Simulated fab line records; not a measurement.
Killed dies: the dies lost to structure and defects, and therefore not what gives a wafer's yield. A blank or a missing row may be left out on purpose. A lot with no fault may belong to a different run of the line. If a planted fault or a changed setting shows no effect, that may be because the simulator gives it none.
Matching of chambers -- flow n5Finfet -- rieDiel-01 running N5_BEOL_M0_SAQP_ETCH_106: 4 sister chambers
The step etches SOC in N2/H2, stops on SiNx, target depth 150 nm. 4 wafers are shown with their chamber, then 9 later ones without.

== WAFERS PAIRED WITH THEIR CHAMBERS ==
wafer,chamber,showerheadPlenumPTorr (Torr)
L085.1,0,2.57
L088.1,1,2.48
L088.2,3,2.52
L088.3,2,2.63

== WAFERS WITHOUT THEIR CHAMBER ==
wafer,showerheadPlenumPTorr (Torr)
L090.1,2.52
L090.3,2.56
L090.5,2.62
L095.1,2.62
L095.2,2.51
L095.4,2.48
L096.4,2.56
L096.5,2.62
L096.6,2.51

== WHICH CHAMBER EACH WENT THROUGH ==
wafer,from the rows above,in truth
L090.1,3,3
L090.3,0,0
L090.5,2,2
L095.1,2,2
L095.2,3,3
L095.4,1,1
L096.4,0,0
L096.5,2,2
L096.6,3,3
Correctly placed: 9 of 9. From these rows, 0 cannot be placed. Wrongly placed: 0.
How it was worked out, from the rows above alone: a wafer's distance from a chamber is the root of the sum, over the readings, of the square of ((its reading less the chamber's mean) divided by the reading's scatter). If the next closest chamber is less than 2 further off than the closest, the wafer can't be placed; otherwise it belongs to the closest. A chamber's mean is the mean of its shown wafers. The scatter: with one shown wafer a chamber, the root of the mean of the squares of how far each hidden wafer lies from its nearest shown one.
